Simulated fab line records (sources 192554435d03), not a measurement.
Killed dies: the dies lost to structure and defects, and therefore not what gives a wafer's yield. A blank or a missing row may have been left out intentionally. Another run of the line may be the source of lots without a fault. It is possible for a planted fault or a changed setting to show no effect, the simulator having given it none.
Which tool did it? / flow n5_finfet / 26 wafers from 9 lots sampled at 6 of the route's 1938 steps

WHAT THE GAUGES SHOWED, per wafer
N5_BEOL_M4_OVL_MEAS_12. Usual: for M4_OVL the level is -0.3 nm and the standard deviation is 0.6.
lot=L402; measured=day 8 18:23; on=overlay-02; M4_OVL (nm)=-0.3 -0.9 0.4; flag=
lot=L403; measured=day 8 22:43; on=overlay-01; M4_OVL (nm)=-0.3 0.1 0.8; flag=
lot=L405; measured=day 9 03:26; on=overlay-01; M4_OVL (nm)=-1.2 -0.1 -0.9; flag=
lot=L410; measured=day 10 07:01; on=overlay-01; M4_OVL (nm)=0.2 0.3 -0.2; flag=
lot=L411; measured=day 10 19:23; on=overlay-02; M4_OVL (nm)=-1.2 -1.6 -1.6; flag=
lot=L412; measured=day 10 22:23; on=overlay-02; M4_OVL (nm)=0.7 -0.4 0.2; flag=
lot=L420; measured=day 12 19:16; on=overlay-02; M4_OVL (nm)=-0.9 -0.5 0.0; flag=
lot=L421; measured=day 13 01:46; on=overlay-01; M4_OVL (nm)=-0.1 -0.1 0.3; flag=
lot=L422; measured=day 13 05:57; on=overlay-02; M4_OVL (nm)=-0.5 -0.5; flag=

N5_BEOL_M4_CD_MEAS_28: target cd 26.2 nm, target cd y 24.1 nm. Usual: cd_nm 26.17 nm, standard deviation 0.25.
lot=L402; measured=day 8 19:19; on=cd_sem-03; cd_nm (nm)=25.99 25.63 26.21; flag=
lot=L403; measured=day 8 23:41; on=cd_sem-03; cd_nm (nm)=25.94 26.22 26.10; flag=
lot=L405; measured=day 9 04:24; on=cd_sem-03; cd_nm (nm)=25.76 25.77 25.91; flag=
lot=L410; measured=day 10 08:11; on=cd_sem-02; cd_nm (nm)=26.21 26.35 26.16; flag=
lot=L411; measured=day 10 20:50; on=cd_sem-01; cd_nm (nm)=26.17 26.45 26.43; flag=
lot=L412; measured=day 10 23:24; on=cd_sem-01; cd_nm (nm)=25.81 26.12 25.71; flag=
lot=L420; measured=day 12 20:10; on=cd_sem-03; cd_nm (nm)=26.42 18.90 18.96; flag=OFF
lot=L421; measured=day 13 02:40; on=cd_sem-03; cd_nm (nm)=26.46 18.71 26.29; flag=OFF
lot=L422; measured=day 13 06:47; on=cd_sem-02; cd_nm (nm)=18.81 26.66; flag=OFF

N5_BEOL_M4_RC_MEAS_101. Usual: DIBL_N 35.8 mV/V, standard deviation 1.8; DIBL_P 35.6 mV/V, standard deviation 2; IOFF_N 0.148 nA/um, standard deviation 0.028; IOFF_P 0.20 nA/um, standard deviation 0.034; ION_N 672 uA/um, standard deviation 12; ION_P 462 uA/um, standard deviation 8.5; SS_N 71.2 mV/dec, standard deviation 0.65; SS_P 73.1 mV/dec, standard deviation 0.67; VT_N 251 mV, standard deviation 3.3; VT_P -251 mV, standard deviation 3.8.
lot=L402; measured=day 9 00:37; on=prober-01; DIBL_N (mV/V)=36.3 36.9 38.3; DIBL_P (mV/V)=34.1 34.5 36.7; IOFF_N (nA/um)=0.138 0.141 0.175; IOFF_P (nA/um)=0.20 0.21 0.24; ION_N (uA/um)=662 675 677; ION_P (uA/um)=464 469 468; SS_N (mV/dec)=71.5 70.9 71.1; SS_P (mV/dec)=73.2 73.8 73.7; VT_N (mV)=253 253 247; VT_P (mV)=-248 -248 -248; flag=
lot=L403; measured=day 9 07:14; on=prober-01; DIBL_N (mV/V)=36.3 35.4 36.7; DIBL_P (mV/V)=37.7 38.2 37.9; IOFF_N (nA/um)=0.161 0.152 0.165; IOFF_P (nA/um)=0.19 0.20 0.19; ION_N (uA/um)=686 674 671; ION_P (uA/um)=464 463 461; SS_N (mV/dec)=71.5 71.5 71.0; SS_P (mV/dec)=72.9 72.6 73.1; VT_N (mV)=250 252 250; VT_P (mV)=-256 -254 -256; flag=
lot=L405; measured=day 9 11:45; on=prober-02; DIBL_N (mV/V)=33.2 34.2 34.0; DIBL_P (mV/V)=32.1 33.6 32.3; IOFF_N (nA/um)=0.111 0.129 0.116; IOFF_P (nA/um)=0.16 0.19 0.16; ION_N (uA/um)=667 674 655; ION_P (uA/um)=459 467 453; SS_N (mV/dec)=70.4 70.5 70.5; SS_P (mV/dec)=72.0 72.8 72.6; VT_N (mV)=254 250 254; VT_P (mV)=-256 -250 -253; flag=
lot=L410; measured=day 10 15:32; on=prober-01; DIBL_N (mV/V)=35.1 35.3 34.7; DIBL_P (mV/V)=34.7 35.3 34.5; IOFF_N (nA/um)=0.135 0.146 0.150; IOFF_P (nA/um)=0.18 0.18 0.18; ION_N (uA/um)=666 673 697; ION_P (uA/um)=458 456 468; SS_N (mV/dec)=71.8 71.5 70.6; SS_P (mV/dec)=71.9 72.5 72.7; VT_N (mV)=252 249 248; VT_P (mV)=-251 -251 -251; flag=
lot=L411; measured=day 11 02:08; on=prober-01; DIBL_N (mV/V)=35.6 34.6 34.9; DIBL_P (mV/V)=36.3 35.0 35.4; IOFF_N (nA/um)=0.158 0.145 0.152; IOFF_P (nA/um)=0.21 0.18 0.20; ION_N (uA/um)=679 681 679; ION_P (uA/um)=466 462 460; SS_N (mV/dec)=71.1 71.2 71.2; SS_P (mV/dec)=73.5 72.8 73.0; VT_N (mV)=248 251 250; VT_P (mV)=-252 -250 -249; flag=
lot=L412; measured=day 11 07:08; on=prober-02; DIBL_N (mV/V)=39.7 36.7 38.2; DIBL_P (mV/V)=38.6 35.2 37.0; IOFF_N (nA/um)=0.244 0.162 0.192; IOFF_P (nA/um)=0.31 0.25 0.27; ION_N (uA/um)=677 668 669; ION_P (uA/um)=467 468 459; SS_N (mV/dec)=73.2 72.6 72.4; SS_P (mV/dec)=74.3 73.2 74.0; VT_N (mV)=245 252 248; VT_P (mV)=-242 -243 -248; flag=
lot=L420; measured=day 13 02:19; on=prober-01; DIBL_N (mV/V)=38.6; DIBL_P (mV/V)=41.2; IOFF_N (nA/um)=0.200; IOFF_P (nA/um)=0.27; ION_N (uA/um)=678; ION_P (uA/um)=464; SS_N (mV/dec)=72.5; SS_P (mV/dec)=74.2; VT_N (mV)=245; VT_P (mV)=-247; flag=
lot=L421; measured=day 13 18:52; on=prober-02; DIBL_N (mV/V)=35.8 35.3; DIBL_P (mV/V)=35.0 33.1; IOFF_N (nA/um)=0.147 0.138; IOFF_P (nA/um)=0.19 0.18; ION_N (uA/um)=677 682; ION_P (uA/um)=463 464; SS_N (mV/dec)=71.3 71.0; SS_P (mV/dec)=72.4 71.9; VT_N (mV)=250 254; VT_P (mV)=-248 -250; flag=
lot=L422; measured=day 13 23:10; on=prober-02; DIBL_N (mV/V)=37.9; DIBL_P (mV/V)=38.2; IOFF_N (nA/um)=0.200; IOFF_P (nA/um)=0.25; ION_N (uA/um)=686; ION_P (uA/um)=472; SS_N (mV/dec)=71.2; SS_P (mV/dec)=73.8; VT_N (mV)=247; VT_P (mV)=-247; flag=

WHICH TOOL RAN EACH LOT (tool, then ch and the chambers of the sampled wafers, then the start)
lot=L402; N5_BEOL_M4_ETCH_74=rie_diel-06 ch 0,1, day 8 18:35; N5_BEOL_M4_STRIP_66=rie_diel-06 ch 0,1, day 8 18:45; N5_BEOL_M4_EXPOSE_25=euv_scanner-01 ch 0, day 8 19:10
lot=L403; N5_BEOL_M4_ETCH_74=rie_diel-06 ch 0,1,3, day 8 22:50; N5_BEOL_M4_STRIP_66=rie_diel-06 ch 0,1,3, day 8 23:01; N5_BEOL_M4_EXPOSE_25=euv_scanner-02 ch 0, day 8 23:32
lot=L405; N5_BEOL_M4_ETCH_74=rie_diel-03 ch 1,2,3, day 9 03:33; N5_BEOL_M4_STRIP_66=rie_diel-03 ch 1,2,3, day 9 03:44; N5_BEOL_M4_EXPOSE_25=euv_scanner-01 ch 0, day 9 04:15
lot=L410; N5_BEOL_M4_ETCH_74=rie_diel-06 ch 1,2,3, day 10 07:10; N5_BEOL_M4_STRIP_66=rie_diel-06 ch 1,2,3, day 10 07:21; N5_BEOL_M4_EXPOSE_25=euv_scanner-02 ch 0, day 10 08:02
lot=L411; N5_BEOL_M4_ETCH_74=rie_diel-03 ch 0,2,3, day 10 19:49; N5_BEOL_M4_STRIP_66=rie_diel-03 ch 0,2,3, day 10 19:59; N5_BEOL_M4_EXPOSE_25=euv_scanner-01 ch 0, day 10 20:41
lot=L412; N5_BEOL_M4_ETCH_74=rie_diel-05 ch 1,2, day 10 22:31; N5_BEOL_M4_STRIP_66=rie_diel-05 ch 1,2, day 10 22:41; N5_BEOL_M4_EXPOSE_25=euv_scanner-01 ch 0, day 10 23:15
lot=L420; N5_BEOL_M4_ETCH_74=rie_diel-05 ch 0,1,2, day 12 19:26; N5_BEOL_M4_STRIP_66=rie_diel-05 ch 0,1,2, day 12 19:37; N5_BEOL_M4_EXPOSE_25=euv_scanner-01 ch 0, day 12 20:01
lot=L421; N5_BEOL_M4_ETCH_74=rie_diel-06 ch 0,3, day 13 01:56; N5_BEOL_M4_STRIP_66=rie_diel-06 ch 0,3, day 13 02:07; N5_BEOL_M4_EXPOSE_25=euv_scanner-01 ch 0, day 13 02:31
lot=L422; N5_BEOL_M4_ETCH_74=rie_diel-03 ch 0,2, day 13 06:04; N5_BEOL_M4_STRIP_66=rie_diel-03 ch 0,2, day 13 06:15; N5_BEOL_M4_EXPOSE_25=euv_scanner-01 ch 0, day 13 06:39
- N5_BEOL_M4_ETCH_74: etches underlayer in N2/H2, target depth 6.5 nm, time 5.2 s.
- N5_BEOL_M4_STRIP_66: strips in CF4.
- N5_BEOL_M4_EXPOSE_25: exposes mask V3, defocus 5 nm.

WHAT THE TOOLS THEMSELVES READ (means of the sampled wafers that have a number; where no wafer has one, the mark that the record gives instead)
N5_BEOL_M4_ETCH_74. Usual: drypump_motor_current_A is 5.6 A with standard deviation 0.41, etch_rf_on_time_s is 5.14 s with standard deviation 0.12, n2_flow_sccm is 199.9 sccm with standard deviation 0.56, oes_product_au is 0.68 a.u. with standard deviation 0.075, rf_vpp_V is 523.5 V with standard deviation 2.7, showerhead_plenum_p_Torr is 2.53 Torr with standard deviation 0.085, and throttle_valve_pct is 17.80 % with standard deviation 0.19.
lot=L402; tool=rie_diel-06; drypump_motor_current_A (A)=5.3; etch_rf_on_time_s (s)=5.20; n2_flow_sccm (sccm)=199.8; oes_product_au (a.u.)=0.63; rf_vpp_V (V)=525.3; showerhead_plenum_p_Torr (Torr)=2.56; throttle_valve_pct (%)=17.65; flag=
lot=L403; tool=rie_diel-06; drypump_motor_current_A (A)=5.6; etch_rf_on_time_s (s)=5.19; n2_flow_sccm (sccm)=199.9; oes_product_au (a.u.)=0.62; rf_vpp_V (V)=523.4; showerhead_plenum_p_Torr (Torr)=2.52; throttle_valve_pct (%)=17.77; flag=
lot=L405; tool=rie_diel-03; drypump_motor_current_A (A)=5.7; etch_rf_on_time_s (s)=5.04; n2_flow_sccm (sccm)=199.9; oes_product_au (a.u.)=0.74; rf_vpp_V (V)=523.3; showerhead_plenum_p_Torr (Torr)=2.51; throttle_valve_pct (%)=17.89; flag=
lot=L410; tool=rie_diel-06; drypump_motor_current_A (A)=5.8; etch_rf_on_time_s (s)=5.28; n2_flow_sccm (sccm)=200.2; oes_product_au (a.u.)=0.67; rf_vpp_V (V)=523.2; showerhead_plenum_p_Torr (Torr)=2.55; throttle_valve_pct (%)=17.59; flag=
lot=L411; tool=rie_diel-03; drypump_motor_current_A (A)=6.0; etch_rf_on_time_s (s)=5.13; n2_flow_sccm (sccm)=200.3; oes_product_au (a.u.)=0.67; rf_vpp_V (V)=520.3; showerhead_plenum_p_Torr (Torr)=2.45; throttle_valve_pct (%)=17.86; flag=
lot=L412; tool=rie_diel-05; drypump_motor_current_A (A)=5.5; etch_rf_on_time_s (s)=5.09; n2_flow_sccm (sccm)=199.8; oes_product_au (a.u.)=0.62; rf_vpp_V (V)=525.2; showerhead_plenum_p_Torr (Torr)=2.59; throttle_valve_pct (%)=17.68; flag=
lot=L420; tool=rie_diel-05; drypump_motor_current_A (A)=5.5; etch_rf_on_time_s (s)=5.18; n2_flow_sccm (sccm)=199.8; oes_product_au (a.u.)=0.61; rf_vpp_V (V)=522.8; showerhead_plenum_p_Torr (Torr)=2.54; throttle_valve_pct (%)=17.83; flag=
lot=L421; tool=rie_diel-06; drypump_motor_current_A (A)=6.0; etch_rf_on_time_s (s)=5.21; n2_flow_sccm (sccm)=199.6; oes_product_au (a.u.)=0.64; rf_vpp_V (V)=523.0; showerhead_plenum_p_Torr (Torr)=2.46; throttle_valve_pct (%)=17.78; flag=
lot=L422; tool=rie_diel-03; drypump_motor_current_A (A)=6.2; etch_rf_on_time_s (s)=5.04; n2_flow_sccm (sccm)=200.2; oes_product_au (a.u.)=0.64; rf_vpp_V (V)=520.4; showerhead_plenum_p_Torr (Torr)=2.43; throttle_valve_pct (%)=17.95; flag=

N5_BEOL_M4_STRIP_66. Usual: drypump_motor_current_A 5.6 A, standard deviation 0.41; oes_product_au 0.78 a.u., standard deviation 0.086; rf_vpp_V 270.9 V, standard deviation 1.5; showerhead_plenum_p_Torr 1.78 Torr, standard deviation 0.059; throttle_valve_pct 13.55 %, standard deviation 0.15.
lot=L402; tool=rie_diel-06; drypump_motor_current_A (A)=5.3; oes_product_au (a.u.)=0.73; rf_vpp_V (V)=272.0; showerhead_plenum_p_Torr (Torr)=1.81; throttle_valve_pct (%)=13.52; flag=
lot=L403; tool=rie_diel-06; drypump_motor_current_A (A)=5.6; oes_product_au (a.u.)=0.72; rf_vpp_V (V)=270.7; showerhead_plenum_p_Torr (Torr)=1.78; throttle_valve_pct (%)=13.62; flag=
lot=L405; tool=rie_diel-03; drypump_motor_current_A (A)=5.7; oes_product_au (a.u.)=0.84; rf_vpp_V (V)=270.8; showerhead_plenum_p_Torr (Torr)=1.77; throttle_valve_pct (%)=13.51; flag=
lot=L410; tool=rie_diel-06; drypump_motor_current_A (A)=5.9; oes_product_au (a.u.)=0.79; rf_vpp_V (V)=271.8; showerhead_plenum_p_Torr (Torr)=1.80; throttle_valve_pct (%)=13.43; flag=
lot=L411; tool=rie_diel-03; drypump_motor_current_A (A)=5.9; oes_product_au (a.u.)=0.78; rf_vpp_V (V)=269.8; showerhead_plenum_p_Torr (Torr)=1.73; throttle_valve_pct (%)=13.58; flag=
lot=L412; tool=rie_diel-05; drypump_motor_current_A (A)=5.5; oes_product_au (a.u.)=0.72; rf_vpp_V (V)=271.9; showerhead_plenum_p_Torr (Torr)=1.81; throttle_valve_pct (%)=13.47; flag=
lot=L420; tool=rie_diel-05; drypump_motor_current_A (A)=5.5; oes_product_au (a.u.)=0.70; rf_vpp_V (V)=271.8; showerhead_plenum_p_Torr (Torr)=1.79; throttle_valve_pct (%)=13.64; flag=
lot=L421; tool=rie_diel-06; drypump_motor_current_A (A)=6.0; oes_product_au (a.u.)=0.76; rf_vpp_V (V)=269.7; showerhead_plenum_p_Torr (Torr)=1.74; throttle_valve_pct (%)=13.57; flag=
lot=L422; tool=rie_diel-03; drypump_motor_current_A (A)=6.2; oes_product_au (a.u.)=0.73; rf_vpp_V (V)=270.1; showerhead_plenum_p_Torr (Torr)=1.71; throttle_valve_pct (%)=13.66; flag=

THE ANSWER, worked out from the rows above alone
Rule: a lot counts as off when the mean over its wafers that have a number is more than 3 standard deviations away from the usual mean. A lot without any number at a reading at which 4 lots or more have one is off too. Any other lot the step has rows for is counted as sound. Order of review: gauges by route order, followed by the tools' own readings, for which a lot's mean as printed above is used. At the first step where some lot is off, the reading lying furthest off is the one used; lots without a number count as furthest.
Off at N5_BEOL_M4_CD_MEAS_28 (cd_nm): L420, L421, L422.
A tool fits if, at a process step before that reading, it ran every lot that is off, and no sound lot after the first of them. Those tools and the gauges at N5_BEOL_M4_CD_MEAS_28 are tried in the same way. One candidate fits, namely euv_scanner-01 at N5_BEOL_M4_EXPOSE_25. A fault onset in the window from L412 (day 10 23:15, its last sound lot) to L420 (day 12 20:01, its first lot off) fits.

WHAT THE SIMULATOR PUT IN
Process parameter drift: euv_scanner-01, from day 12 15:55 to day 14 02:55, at N5_BEOL_M4_EXPOSE_25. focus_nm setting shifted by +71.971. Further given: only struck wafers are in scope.
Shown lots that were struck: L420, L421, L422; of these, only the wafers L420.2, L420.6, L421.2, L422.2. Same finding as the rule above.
